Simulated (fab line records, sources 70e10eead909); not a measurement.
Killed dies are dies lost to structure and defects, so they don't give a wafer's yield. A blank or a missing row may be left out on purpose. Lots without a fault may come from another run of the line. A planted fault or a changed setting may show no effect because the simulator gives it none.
Problem report in the 8D (eight disciplines) form, filled by code | flow nand_harc | the parts of the form that need people (team, actions taken, sign-off) are left out

1. THE PROBLEM
run_length_s at NHARC_P_M1_ETCH_35 reads a mean of 50.0 s on 2 wafers of 2 lots; wafers without a fault read 65.1 s with a standard deviation of 0.4. That is -38 standard deviations from the usual mean.
The step: etches the open film in N2/H2, target depth 40 nm, overetch 12 nm, time 43.94 s.
First seen on wafer L350.5, day 10 02:29, on rie_diel-04. The record holds 36 wafers of 12 lots with a number at this step. Rule for "out", or "out of limits": more than 4 standard deviations from the usual mean. The other wafers with a number count as sound.

2. WHAT IT IS AND WHAT IT IS NOT
question                    | is                | is not
which readings at this step | run_length_s      | drypump_motor_current_A, n2_flow_sccm, rf_vpp_V, showerhead_plenum_p_Torr, throttle_valve_pct
which lots                  | L350, L351        | L335, L336, L338, L339, L341, L342, L349, L352, L354, L357
which wafers of those lots  | L350.5, L351.3    | L350.3, L350.4, L351.1, L351.4
read on which tools         | rie_diel-04       | rie_diel-08, rie_diel-13
when                        | from day 10 02:29 | up to then (23 sound wafers); but 11 sound wafers of L351, L352, L354, L357 came after

3. SUSPECTS, AND WHAT RULES EACH OUT
Counting: a tool at a process step up to the reading stays a suspect if it ran every lot that is out. Sound lots after the first of them don't rule it out here, since some wafers of a struck lot are sound.
- pvd_sputter-01 at NHARC_P_M0_DEGAS_28 (time 60 s): kept. It ran every lot that is out, first L350 (day 9 23:08); its last sound lot up to then is L349 (day 9 22:08).
- rie_diel-04 at NHARC_P_M1_ETCH_35 (etches the open film in N2/H2, target depth 40 nm, overetch 12 nm, time 43.94 s): kept. It ran every lot that is out, first L350 (day 10 02:29); its last sound lot up to then is L342 (day 7 23:58). Its own readings are out on those wafers: run_length_s.
- Within rie_diel-04 at NHARC_P_M1_ETCH_35: the wafers that are out ran in chamber 0; their sound lot-mates ran in chambers 1, 2.
Left after counting: pvd_sputter-01 at NHARC_P_M0_DEGAS_28, rie_diel-04 at NHARC_P_M1_ETCH_35.

4. THE CAUSE (what the simulator had put in)
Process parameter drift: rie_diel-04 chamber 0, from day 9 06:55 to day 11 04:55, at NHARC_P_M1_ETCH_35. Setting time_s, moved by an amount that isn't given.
Counting left 2 suspects, and this tool is among them.

5. THE CHAIN OF EFFECTS, in route order
Each row: a reading whose mean over the struck wafers that have a number lies more than 3 standard deviations from the usual. Only readings for which the record gives a usual standard deviation are gone through. hours: the time from each lot's start at the first step in this table that gives one to its start at this step, as a median over the lots. sigmas: the change in usual standard deviations.
hours | step               | reading      | usual  | on struck wafers | change | sigmas
0     | NHARC_P_M1_ETCH_35 | run_length_s | 65.1 s | 50.0             | -15.1  | -38
The process steps in it:
- NHARC_P_M1_ETCH_35: etches the open film in N2/H2, target depth 40 nm, overetch 12 nm, time 43.94 s.
Readings that are blank on the struck wafers while sound wafers have them: bias_w at NHARC_P_M1_ETCH_35.
Later measuring or inspecting steps at which every struck wafer that the step has a row for has a number for every such reading, and none has moved that far: NHARC_END_SORT_01.

6. WHAT WOULD HAVE CAUGHT IT SOONER
In this record the first reading out of limits was taken at day 10 02:29, 20 hours after the fault began at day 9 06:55.
